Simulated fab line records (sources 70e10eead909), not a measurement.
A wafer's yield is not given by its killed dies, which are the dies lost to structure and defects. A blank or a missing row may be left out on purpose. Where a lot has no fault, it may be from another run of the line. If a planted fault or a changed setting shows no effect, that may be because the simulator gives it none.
A struck lot beside a sound one	flow nand_harc	14 steps out of a route of 1302
Sound: these wafers, L465.1, L465.3, L465.4. Struck: wafer L480.5 (left out: L480.2, L480.4 of the same lot, which were not struck); the cause appears at the end.
Each step with rows lists, per side, the tool, then ch with its chambers, then its first start. Under that, the readings that differ: sound wafers	struck wafers	difference of the means	sigmas: that difference in standard deviations of wafers without a fault.
alike: words and numbers the same on both sides, and readings whose means are apart by under 2 such deviations; not compared: readings that were withheld, readings missing a value for some wafer, numbers with overlapping values and no deviation given by the record, and bounds like >300 which may hide the same value.
Wherever a step has rows on one side only, a row that says differs or no value, or a row with sigmas, the two part there. Numbers that have no deviation but don't overlap get no sigmas and don't part them. A reading that every wafer of one side lacks parts them only if that side has two wafers or more.

first, 8 steps without rows for these wafers: NHARC_THIN_TSV_DEHYDRATE_25 (time 120 s); NHARC_THIN_TSV_HMDS_26 (time 30 s); NHARC_THIN_TSV_COAT_27; NHARC_THIN_TSV_SOFTBAKE_28 (time 95 s); NHARC_THIN_TSV_EBR_29; NHARC_THIN_TSV_EXPOSE_30 (exposes mask PAD); NHARC_THIN_TSV_PEB_31 (peb time 85 s); NHARC_THIN_TSV_DEVELOP_32 (time 70 s).
NHARC_THIN_TSV_CD_MEAS_33 targets a cd of 5000 nm.
  sound on cd_sem-03 ch 0, day 25 22:04; struck on cd_sem-03 ch 0, day 31 12:41
  alike: cd_nm
then, 1 step without rows for these wafers: NHARC_THIN_TSV_HARDBAKE_34 (time 80 s).
NHARC_THIN_TSV_DESCUM_35: chemistry O2, time 3 s.
  sound on rie_diel-07 ch 0,2,3, day 25 22:13; struck on rie_diel-07 ch 2, day 31 12:51
  alike: chamber_pressure_mTorr, drypump_motor_current_A, oes_product_au, rf_vpp_V, showerhead_plenum_p_Torr, throttle_valve_pct
  not compared: rf_hours_counter_h
NHARC_THIN_TSV_ETCH_59: etches the open film in Cl2/BCl3, target depth 880 nm, time 138.1 s.
  sound on rie_metal-03 ch 0,1, day 25 22:20; struck on rie_metal-02 ch 1, day 31 12:58
reading	sound	struck	difference	sigmas
drypump_motor_current_A (A)	5.7 5.4 5.7	6.3	+0.7	+2
oes_product_au (a.u.)	0.998 0.994 1.003	1.023	+0.025	+3
  alike: chamber_pressure_mTorr, run_length_s, throttle_valve_pct
  not compared: rf_hours_counter_h
NHARC_THIN_TSV_ETCH_36: etches the open film in Cl2/BCl3, target depth 65 nm, time 18.571 s.
  sound on rie_metal-03 ch 0,1, day 25 22:36; struck on rie_metal-02 ch 0, day 31 13:13
reading	sound	struck	difference	sigmas
run_length_s (s)	39.61 39.98 39.68	35.38	-4.38	-18
  alike: chamber_pressure_mTorr, drypump_motor_current_A, oes_product_au
  not compared: rf_hours_counter_h
NHARC_THIN_TSV_STRIP_56: strips in O2.
  sound on plasma_asher-02 ch 0,1, day 25 22:42; struck on plasma_asher-02 ch 0, day 31 13:22
  alike: drypump_motor_current_A, heater_power_w
  not compared: rf_hours_counter_h

WHERE THEY PART
At NHARC_THIN_TSV_ETCH_59 first; at NHARC_THIN_TSV_ETCH_36 last (within this record only). Later steps at which nothing parts them and some readings are alike: NHARC_THIN_TSV_STRIP_56.

WHY: what had been put in by the simulator
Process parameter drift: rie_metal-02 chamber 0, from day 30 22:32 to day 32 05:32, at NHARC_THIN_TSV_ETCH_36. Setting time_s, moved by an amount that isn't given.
